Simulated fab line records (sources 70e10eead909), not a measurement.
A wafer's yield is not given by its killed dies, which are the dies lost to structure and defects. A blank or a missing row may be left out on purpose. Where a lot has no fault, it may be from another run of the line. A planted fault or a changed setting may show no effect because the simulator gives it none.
Chamber matching	flow nand_harc	4 sister chambers for NHARC_A_CONTACT_ETCH_102 on rie_diel-12
The step etches the open film in CF4/O2, target depth 70 nm, overetch 7 nm, time 38.5 s. 33 wafers are shown with their chamber, then 12 later ones without.

## EACH WAFER AND ITS CHAMBER
wafer	chamber	showerhead_plenum_p_Torr (Torr)	drypump_motor_current_A (A)	rf_vpp_V (V)
L074.1	1	1.38	6.2	197.7
L074.4	3	1.40	5.3	200.1
L074.5	2	1.42	6.3	198.3
L076.3	0	1.32	5.4	195.4
L076.4	1	1.38	6.2	199.9
L076.5	0	1.32	5.4	198.5
L078.1	2	1.42	6.3	199.2
L078.2	3	1.40	5.2	200.3
L078.6	1	1.38	6.2	197.6
L077.4	0	1.32	5.3	196.9
L077.5	1	1.38	6.2	197.9
L077.6	2	1.42	6.3	200.2
L081.2	1	1.38	6.2	198.7
L081.3	3	1.40	5.2	198.5
L081.5	2	1.42	6.3	200.6
L080.1	3	1.40	5.3	199.2
L080.2	1	1.38	6.1	199.2
L080.6	3	1.40	5.3	200.3
L082.1	0	1.32	5.4	198.0
L082.3	3	1.40	5.2	198.4
L082.6	2	1.42	6.3	198.3
L084.1	1	1.38	6.1	198.6
L084.2	0	1.32	5.4	197.4
L084.4	3	1.39	5.2	198.4
L083.1	1	1.38	6.2	199.6
L083.3	3	1.40	5.2	199.7
L083.5	2	1.42	6.3	199.4
L089.1	3	1.39	5.2	196.8
L089.5	1	1.38	6.2	198.6
L089.6	0	1.32	5.4	197.9
L093.2	2	1.42	6.3	199.7
L093.4	0	1.32	5.3	196.2
L093.6	0	1.32	5.4	196.2

SIGNATURES (means of the wafers above)
reading	chamber 0	chamber 1	chamber 2	chamber 3	scatter within a chamber
showerhead_plenum_p_Torr	1.3200	1.3800	1.4200	1.3978	0.00232
drypump_motor_current_A	5.375	6.178	6.300	5.233	0.0418
rf_vpp_V	197.062	198.644	199.386	199.078	0.998
Rule: distance of a wafer from a chamber = root of the sum over the readings of ((wafer's reading minus chamber's mean) / reading's scatter) squared. If the next closest chamber is less than 2 further off than the closest, the wafer can't be placed; otherwise it belongs to the closest. The scatter: the root of (the sum of the squares of (reading less its chamber's mean) over the shown wafers, divided by (wafers less chambers)).

## WAFERS WHOSE CHAMBER IS MISSING
wafer	showerhead_plenum_p_Torr (Torr)	drypump_motor_current_A (A)	rf_vpp_V (V)
L088.3	1.42	6.3	198.7
L088.4	1.32	5.4	198.2
L088.6	1.38	6.2	198.7
L090.1	1.38	6.1	198.2
L090.2	1.42	6.3	200.0
L090.3	1.32	5.4	197.9
L094.1	1.38	6.2	199.1
L094.2	1.39	5.2	198.8
L094.5	1.32	5.3	196.3
L095.2	1.31	5.4	197.6
L095.4	1.39	5.2	198.9
L095.6	1.42	6.3	200.4

## THE CHAMBER EACH PASSED THROUGH
wafer	from the rows above	in truth
L088.3	2	2
L088.4	0	0
L088.6	1	1
L090.1	1	1
L090.2	2	2
L090.3	0	0
L094.1	1	1
L094.2	3	3
L094.5	0	0
L095.2	0	0
L095.4	3	3
L095.6	2	2
Correctly placed: 12 of 12. Can't be placed from these rows: 0. Placed wrongly: 0.
